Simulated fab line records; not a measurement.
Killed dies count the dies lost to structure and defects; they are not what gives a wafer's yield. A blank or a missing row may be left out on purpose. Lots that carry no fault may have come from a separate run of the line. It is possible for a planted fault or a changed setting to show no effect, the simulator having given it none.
fab line records -- flow nand-harc
record lots=7, wafers=18, last-day=25
route steps=1159 shown A_STAIRCASE@540 END@1159
lots that met no fault: taken from a fault-free run of the same line
start-h: hours from the record's first day to the start of the lot's first wafer shown -- wait-h: hours from the lot's prior step to this one -- " identical to the entry in the row above -- L1.1+2: several wafers, shown together as one row -- - no value, or no start given -- * or withheld: withheld -- < > ~ a bound
route shown NAME@n: a module of which the file shows steps, and the number in the route of the first -- usual: mean and standard deviation over wafers with no fault -- same: alike in all rows -- chamber/n: place in a boat -- sites: each site's reading -- _std_site: the standard deviation of these -- _edge_site: mean of outer sites minus mean of inner sites -- radius-mm: how far each site lies from the wafer's centre -- mask NAME#n: copy n -- behind: tool/chamber where the wafer was last shaped -- hold: cause of the lot's hold/its duration in hours/its outcome -- device: the n, p or np transistor that did not switch -- end of line: at the end of the route, the tests of the same wafers -- where a step has no rows: the recipe by itself -- killed: at the first sort, the dies lost to defects and structure; wafer yield is something else -- map: a wafer's dies, x killed, . not, _ none there
set.NAME: setting as actually run; set.NAME@STEP: the setting as run at that earlier step -- model.NAME: the simulator's own value behind a step, which no gauge read
lots seen at some steps along the route; tables by step, rows by wafer
services: the hour from which a tool's chamber was out of use, counted from the record's first day as start-h (under 0 if before that day), plus the number of hours and why
## steps
# step NHARC_A_STAIRCASE_SOFTBAKE_04
# recipe temp-c=135, time-s=170
# step NHARC_A_STAIRCASE_EBR_05
# step NHARC_A_STAIRCASE_EXPOSE_06
# recipe na=0.5, dose-mj=25.43, mask-id=STAIR
# step NHARC_A_STAIRCASE_PEB_07
# recipe peb-temp-c=115, peb-time-s=130
# step NHARC_A_STAIRCASE_DEVELOP_08
# recipe time-s=140
# step NHARC_A_STAIRCASE_HARDBAKE_10
# recipe temp-c=120, time-s=140
# step NHARC_A_STAIRCASE_DESCUM_11
# recipe time-s=3, o2-flow-sccm=200, ar-flow-sccm=0, bias-power-w=0, chemistry=O2
# usual drypump-motor-current-A=5.7/0.48, oes-product-au=1.004/0.014, rf-vpp-V=57.5/0.81, showerhead-plenum-p-Torr=1.86/0.076, throttle-valve-pct=11.312/0.0093
lot.wafer,tool,chamber,start-h,wait-h,drypump-motor-current-A,oes-product-au,rf-hours-counter-h,rf-vpp-V,showerhead-plenum-p-Torr,throttle-valve-pct
L319.4,rie-diel-08,3,253.10,-,5.3,1.022,44,56.3,1.78,11.297
L319.2,rie-diel-08,0,253.10,-,5.4,1.013,42,58.3,1.83,11.310
L319.1,rie-diel-08,1,253.10,-,6.0,1.015,42,57.6,1.80,11.316
L321.3,rie-diel-05,2,261.27,-,6.1,1.008,35,58.8,1.87,11.313
L321.4,rie-diel-05,0,261.27,-,5.4,0.987,31,58.2,1.84,11.302
L321.6,rie-diel-05,2,261.27,-,6.1,1.010,-,58.3,1.87,11.318
L328.4,rie-diel-08,2,315.24,-,5.0,0.987,2,56.8,1.81,11.307
L328.3,rie-diel-08,3,315.24,-,5.3,1.023,2,57.6,1.78,11.311
L328.5,rie-diel-08,1,315.24,-,6.0,1.008,-,57.6,1.79,11.311
L332.1,rie-diel-05,2,322.08,-,6.1,1.013,56,57.4,1.86,11.316
L332.5,rie-diel-05,3,322.08,-,5.8,1.008,-,56.6,1.84,11.309
L333.1,rie-diel-05,0,336.20,-,5.4,1.002,63,57.5,1.83,11.299
L333.5,rie-diel-05,2,336.20,-,6.1,1.010,-,56.8,1.86,11.340
L335.3,rie-diel-05,3,351.71,-,5.8,0.992,0,57.9,1.84,11.317
L335.1,rie-diel-05,1,351.71,-,6.5,1.021,0,58.3,2.01,11.317
L338.2,rie-diel-08,3,374.42,-,5.3,1.027,24,56.6,1.77,11.325
L338.1,rie-diel-08,1,374.42,-,6.0,1.005,23,57.5,1.79,11.314
L338.4,rie-diel-08,2,374.42,-,5.0,0.977,23,57.3,1.81,11.293
# step NHARC_A_STAIRCASE_TRIM_12
# recipe time-s=211.2, o2-flow-sccm=500, ar-flow-sccm=0, bias-w=0, chemistry=O2
# usual drypump-motor-current-A=5.8/0.48, oes-product-au=1.003/0.014, rf-vpp-V=57.5/0.86, showerhead-plenum-p-Torr=3.43/0.13, throttle-valve-pct=17.037/0.0086
lot.wafer,tool,chamber,start-h,wait-h,drypump-motor-current-A,oes-product-au,rf-hours-counter-h,rf-vpp-V,showerhead-plenum-p-Torr,throttle-valve-pct
L319.2,rie-diel-08,3,253.18,0.1,5.3,1.021,44,57.3,3.30,17.044
L319.4,rie-diel-08,0,253.18,0.1,5.4,1.013,42,59.0,3.39,17.033
L319.1,rie-diel-08,1,253.18,0.1,6.0,1.019,42,56.8,3.33,17.043
L321.3,rie-diel-05,0,261.36,0.1,5.4,0.977,31,56.4,3.39,17.034
L321.4,rie-diel-05,1,261.36,0.1,6.5,1.006,34,58.2,3.71,17.041
L321.6,rie-diel-05,1,261.36,0.1,6.5,1.004,-,57.7,3.71,17.024
L328.4,rie-diel-08,1,315.32,0.1,6.0,1.012,3,56.0,3.32,17.028
L328.3,rie-diel-08,0,315.32,0.1,5.4,0.998,3,58.3,3.37,17.034
L328.5,rie-diel-08,1,315.32,0.1,6.0,1.016,-,57.7,3.32,17.028
L332.1,rie-diel-05,2,322.18,0.1,6.1,1.005,56,57.1,3.44,17.039
L332.5,rie-diel-05,3,322.18,0.1,5.8,0.999,-,57.7,3.41,17.045
L333.1,rie-diel-05,2,336.27,0.1,6.1,1.004,60,57.6,3.44,17.047
L333.5,rie-diel-05,3,336.27,0.1,5.8,0.992,-,58.2,3.41,17.045
L335.1,rie-diel-05,0,351.81,0.1,5.4,0.993,0,58.5,3.38,17.039
L335.3,rie-diel-05,1,351.81,0.1,6.5,1.022,0,57.7,3.69,17.048
L338.4,rie-diel-08,1,374.51,0.1,6.0,1.009,23,56.7,3.31,17.034
L338.1,rie-diel-08,3,374.51,0.1,5.3,1.016,24,56.7,3.28,17.043
L338.2,rie-diel-08,0,374.51,0.1,5.4,0.998,20,57.3,3.36,17.041
# step NHARC_A_STAIRCASE_ETCH_13
# recipe target-depth-a=1000, time-s=40.5, ion-energy-ev=400, c4f8-flow-sccm=20, o2-flow-sccm=10, ar-flow-sccm=withheld, rf-w=600, bias-w=1000, chemistry=C4F8/O2
# step NHARC_A_STAIRCASE_TRIM_14
# recipe time-s=211.2, o2-flow-sccm=500, ar-flow-sccm=0, bias-w=0, chemistry=O2
# usual drypump-motor-current-A=5.8/0.49, oes-product-au=1.003/0.014, rf-vpp-V=57.6/0.92, showerhead-plenum-p-Torr=3.44/0.13, throttle-valve-pct=17.038/0.0081
lot.wafer,tool,chamber,start-h,wait-h,drypump-motor-current-A,oes-product-au,rf-hours-counter-h,rf-vpp-V,showerhead-plenum-p-Torr,throttle-valve-pct
L319.1,rie-diel-08,3,-,-,5.3,1.027,44,57.0,3.30,17.035
L319.2,rie-diel-08,0,-,-,5.4,1.022,42,59.3,3.39,17.036
L319.4,rie-diel-08,0,-,-,5.4,1.019,-,56.3,3.39,17.042
L321.3,rie-diel-05,2,-,-,6.1,1.003,35,59.0,3.45,17.048
L321.4,rie-diel-05,0,-,-,5.4,0.980,32,58.2,3.39,17.025
L321.6,rie-diel-05,2,-,-,6.1,1.003,-,57.5,3.45,17.033
L328.3,rie-diel-08,3,-,-,5.4,1.022,2,56.2,3.29,17.034
L328.4,rie-diel-08,0,-,-,5.4,1.000,3,57.8,3.37,17.040
L328.5,rie-diel-08,1,-,-,6.0,1.018,-,57.5,3.32,17.045
L332.1,rie-diel-05,3,-,-,5.8,0.999,50,56.7,3.41,17.024
L332.5,rie-diel-05,0,-,-,5.4,1.004,-,57.4,3.38,17.041
L333.1,rie-diel-05,1,-,-,6.5,0.996,62,58.2,3.69,17.034
L333.5,rie-diel-05,1,-,-,6.5,1.001,-,59.3,3.69,17.025
L335.1,rie-diel-05,1,-,-,6.5,1.020,0,58.7,3.69,17.040
L335.3,rie-diel-05,2,-,-,6.1,1.011,0,58.2,3.43,17.034
L338.4,rie-diel-08,0,-,-,5.4,0.984,20,57.0,3.36,17.050
L338.2,rie-diel-08,1,-,-,6.0,1.016,23,58.2,3.31,17.033
L338.1,rie-diel-08,2,-,-,5.0,0.977,23,58.3,3.34,17.018
# step NHARC_A_STAIRCASE_ETCH_15
# recipe target-depth-a=1000, time-s=40.5, ion-energy-ev=400, c4f8-flow-sccm=20, o2-flow-sccm=10, ar-flow-sccm=withheld, rf-w=600, bias-w=1000, chemistry=C4F8/O2
# usual oes-product-au=0.945/0.014, rf-vpp-V=892/4.6
lot.wafer,tool,chamber,start-h,wait-h,oes-product-au,rf-hours-counter-h,rf-vpp-V
L319.1,rie-diel-08,1,-,-,0.961,43,889
L319.2,rie-diel-08,0,-,-,0.948,43,891
L319.4,rie-diel-08,3,-,-,0.967,-,888
L321.3,rie-diel-05,3,-,-,0.945,26,892
L321.4,rie-diel-05,2,-,-,0.949,36,892
L321.6,rie-diel-05,0,-,-,0.922,-,891
L328.3,rie-diel-08,2,-,-,0.926,2,888
L328.4,rie-diel-08,1,-,-,0.949,3,888
L328.5,rie-diel-08,2,-,-,0.929,-,890
L332.1,rie-diel-05,0,-,-,0.938,60,892
L332.5,rie-diel-05,1,-,-,0.934,-,902
L333.1,rie-diel-05,1,-,-,0.942,62,901
L333.5,rie-diel-05,3,-,-,0.956,-,891
L335.3,rie-diel-05,3,-,-,0.929,0,890
L335.1,rie-diel-05,2,-,-,0.940,0,893
L338.1,rie-diel-08,3,-,-,0.965,24,888
L338.2,rie-diel-08,0,-,-,0.942,20,891
L338.4,rie-diel-08,2,-,-,0.943,23,888
# step NHARC_A_STAIRCASE_TRIM_16
# recipe time-s=211.2, o2-flow-sccm=500, ar-flow-sccm=0, bias-w=0, chemistry=O2
# usual drypump-motor-current-A=5.8/0.48, oes-product-au=1.004/0.014, rf-vpp-V=57.6/0.95, showerhead-plenum-p-Torr=3.44/0.13, throttle-valve-pct=17.035/0.0093
lot.wafer,tool,chamber,start-h,wait-h,drypump-motor-current-A,oes-product-au,rf-hours-counter-h,rf-vpp-V,showerhead-plenum-p-Torr,throttle-valve-pct
L319.1,rie-diel-08,1,254.18,-,6.0,1.032,43,57.9,3.33,17.030
L319.2,rie-diel-08,3,254.18,-,5.3,1.016,45,57.9,3.30,17.065
L319.4,rie-diel-08,0,254.18,-,5.4,1.007,-,58.0,3.39,17.031
L321.4,rie-diel-05,1,261.90,-,6.5,1.000,35,58.1,3.71,17.040
L321.3,rie-diel-05,3,261.90,-,5.8,0.996,26,57.7,3.42,17.039
L321.6,rie-diel-05,2,261.90,-,6.1,1.008,-,58.1,3.45,17.033
L328.4,rie-diel-08,2,315.79,-,5.0,0.978,2,57.8,3.36,17.044
L328.3,rie-diel-08,0,315.79,-,5.4,1.004,3,56.6,3.37,17.042
L328.5,rie-diel-08,2,315.79,-,5.0,0.994,-,57.7,3.36,17.035
L332.1,rie-diel-05,0,324.19,-,5.4,1.214,60,57.9,3.38,17.033
L332.5,rie-diel-05,1,324.19,-,6.6,1.005,-,58.1,3.70,17.027
L333.1,rie-diel-05,2,336.73,-,6.1,1.227,60,58.2,3.44,17.045
L333.5,rie-diel-05,2,336.73,-,6.1,1.012,-,58.0,3.44,17.038
L335.3,rie-diel-05,2,352.25,-,6.1,1.009,0,57.7,3.43,17.055
L335.1,rie-diel-05,0,352.25,-,5.4,1.213,0,57.5,3.38,17.033
L338.4,rie-diel-08,0,374.99,-,5.4,0.994,20,57.7,3.36,17.033
L338.1,rie-diel-08,1,374.99,-,6.0,1.004,23,57.3,3.31,17.043
L338.2,rie-diel-08,2,374.99,-,5.0,0.976,23,57.1,3.34,17.022
# step NHARC_A_STAIRCASE_ETCH_17
# recipe target-depth-a=1000, time-s=40.5, ion-energy-ev=400, c4f8-flow-sccm=20, o2-flow-sccm=10, ar-flow-sccm=withheld, rf-w=600, bias-w=1000, chemistry=C4F8/O2
# usual oes-product-au=0.942/0.015, rf-vpp-V=892/4.9
lot.wafer,tool,chamber,start-h,wait-h,oes-product-au,rf-hours-counter-h,rf-vpp-V
L319.2,rie-diel-08,3,-,-,0.946,45,889
L319.1,rie-diel-08,1,-,-,0.948,43,889
L319.4,rie-diel-08,1,-,-,0.948,-,890
L321.4,rie-diel-05,0,-,-,0.931,32,891
L321.3,rie-diel-05,1,-,-,0.943,35,900
L321.6,rie-diel-05,0,-,-,0.922,-,890
L328.3,rie-diel-08,2,-,-,0.930,2,889
L328.4,rie-diel-08,1,-,-,0.943,3,889
L328.5,rie-diel-08,3,-,-,0.952,-,888
L332.1,rie-diel-05,1,-,-,0.927,60,901
L332.5,rie-diel-05,0,-,-,0.941,-,890
L333.1,rie-diel-05,2,-,-,0.945,60,893
L333.5,rie-diel-05,3,-,-,0.945,-,891
L335.1,rie-diel-05,0,-,-,0.948,0,891
L335.3,rie-diel-05,1,-,-,0.965,0,902
L338.2,rie-diel-08,3,-,-,0.959,24,887
L338.4,rie-diel-08,1,-,-,0.968,23,889
L338.1,rie-diel-08,2,-,-,0.932,24,890
# step NHARC_END_SORT_01
# recipe temp-c=25
# usual killed-at-array=27/11, killed-at-other=0.7/1.1, killed-at-periphery=3.6/2.4, killed-dies=32/11, killed-open=3.3/1.8, killed-short=2.1/1.5
# same gross-dies=677
lot.wafer,tool,chamber,start-h,wait-h,killed-at-array,killed-at-other,killed-at-periphery,killed-dies,killed-open,killed-short
L332.1,prober-02,0,525.49,2.5,200,1,4,205,3,2
L333.1,prober-01,0,552.20,2.5,145,1,1,147,9,2
L335.1,prober-02,0,564.64,2.5,181,1,7,189,3,4
# killed by level:class
L332.1 A_STAIRCASE:area-trim=145 A_CHANNEL_HOLE_D1:chamber-film-flake=22 A_SLIT:chamber-film-flake=17 A_STAIRCASE:chamber-film-flake=9 P_ZERO_WELL:chamber-film-flake=3 A_ONON_D1:geometric-particle:open=2 P_STI:geometric-particle:short=1 A_CHANNEL_FILL_D1:geometric-particle:open=1
L333.1 A_STAIRCASE:area-trim=119 A_CONTACT:chamber-film-flake=8 A_CHANNEL_HOLE_D1:chamber-film-flake=6 A_ZERO_WELL:chamber-film-flake=3 A_CONTACT:geometric-particle:open=2 A_BLC:geometric-particle:open=2 A_M0:geometric-particle:open=2 P_M0:geometric-particle:open=1
L335.1 A_STAIRCASE:area-trim=140 A_CHANNEL_HOLE_D1:chamber-film-flake=18 A_STAIRCASE:chamber-film-flake=13 A_CONTACT:chamber-film-flake=5 P_STI:chamber-film-flake=3 A_WL_FILL:geometric-particle:short=2 P_GATE:chamber-film-flake=2 P_GATE:geometric-particle:open=1
# map L332.1 (x killed, . not)
____________x____________
_________xxxx..._________
_______xxxx....x.._______
______xxxx..xxx.x..______
_____x..x.x....xx.x._____
____xxx...........x.x____
____x...x............____
___.....x............x___
___x.x................___
__xx.............xx...x__
__.xxx.................__
_x...x................x._
_x.x.xx................x_
_.xxx.xxx....x........xx_
_x....xx.............xxx_
_.x.xx..xx.........x..x._
xxxxxx.xx.............xx.
xxx...xx..............xxx
xx.....................x.
.xx..x.................x.
x.x...x.................x
_xx.x.x..x.......x....xx_
_xx...x.x...x..........x_
_xx...x...........x....._
_xx.x......x............_
_xx...........x......xx._
__x.x.........xx......x__
__xx.x.......xx....x.x.__
___xxx........x....x..___
___xx.......xxxx....xx___
____xx.....x.xx...xxx____
____xxxxx...xxxxxx.xx____
_____xxxx..x..xx..x._____
______xx..x.xxx..xx______
_______xxxxx.x...x_______
_________xxx.xxx_________
____________x____________
# map L333.1 (x killed, . not)
____________.____________
_________......x_________
_______.......x.x._______
______.x.......xxxx______
_____...x..........._____
____...x.............____
____......x..x.......____
___...................___
___...................___
__....x..x....x........__
__...x.................__
_........x.xxxx........._
_......xx..x..x.x......._
_...........x.x........._
_x...xxx.x.x..x.x..x...._
_.......x..xx..........._
...xx.x......xx..x...x...
..xx..xx..x..xx.x...x....
.xx...x......x...x...x...
...x.x...x.xx.x.xx.......
x...xx.xxxxxxx.xx........
_.x.x..xxxxxxx.....x...._
_......x...x............_
_x....xx..xx..x...x....._
_..x...x.........x......_
_x......x......x....x..._
__x..x...x.x.x.x.......__
__.......xx.....xxx....__
___.x..x.x.xxx..xx....___
___....x.x...x..x.....___
____.xxxx..x......x..____
____x...x..........x.____
_____....x...x..xx.._____
______x............______
_______........x.._______
_________.x....._________
____________.____________
## services
tool,chamber,start-h,hours,kind
rie-diel-08,0,230.90,4.1,repair
rie-diel-08,1,232.15,-,clean
rie-diel-08,2,232.15,-,clean
rie-diel-08,3,232.15,-,clean
rie-diel-05,0,246.78,-,clean
rie-diel-05,1,246.78,-,clean
rie-diel-05,2,246.78,-,clean
rie-diel-05,3,246.78,-,clean
rie-diel-08,2,253.28,3.2,repair
rie-diel-08,0,256.69,-,clean
rie-diel-08,1,256.69,-,clean
rie-diel-08,2,256.69,-,clean
rie-diel-08,3,256.69,-,clean
rie-diel-05,0,271.28,-,clean
rie-diel-05,1,271.28,-,clean
rie-diel-05,2,271.28,-,clean
rie-diel-05,3,271.28,-,clean
rie-diel-05,2,273.08,2.7,repair
rie-diel-08,0,281.91,-,clean
rie-diel-08,3,287.17,3.8,repair
rie-diel-08,-,301.98,9.0,pm
rie-diel-08,0,328.04,12.9,repair
rie-diel-05,-,340.67,9.0,pm
rie-diel-05,3,358.94,11.9,repair
## key
first-sign step=NHARC_A_STAIRCASE_TRIM_16, reading=oes-product-au, direction=up, sigmas=15, usual=1.004, struck=1.218
effect step=NHARC_END_SORT_01, reading=killed-at-array, direction=up, sigmas=14, usual=27, struck=175
more-kills-born-at NHARC_A_STAIRCASE_TRIM_16@rie-diel-05=404
met-at NHARC_A_STAIRCASE_TRIM_16
struck-wafers L332.1,L333.1,L335.1
tester-left-out L332,L333,L335
onset-between 261.90 324.19
fault kind=process-parameter-drift, tool=rie-diel-05, chamber=-, onset-h=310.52, steps=NHARC_A_STAIRCASE_TRIM_16, channel=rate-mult, offset=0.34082, shape=step, end-h=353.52, scope=struck-wafers-only
# tester-left-out: of these lots the tester's yield and bins aren't shown, on N5 and GAA mostly nor the transistor test; their killed dies are dies lost to structure and defects alone, not to doping, threshold or leakage, so they don't give the yield
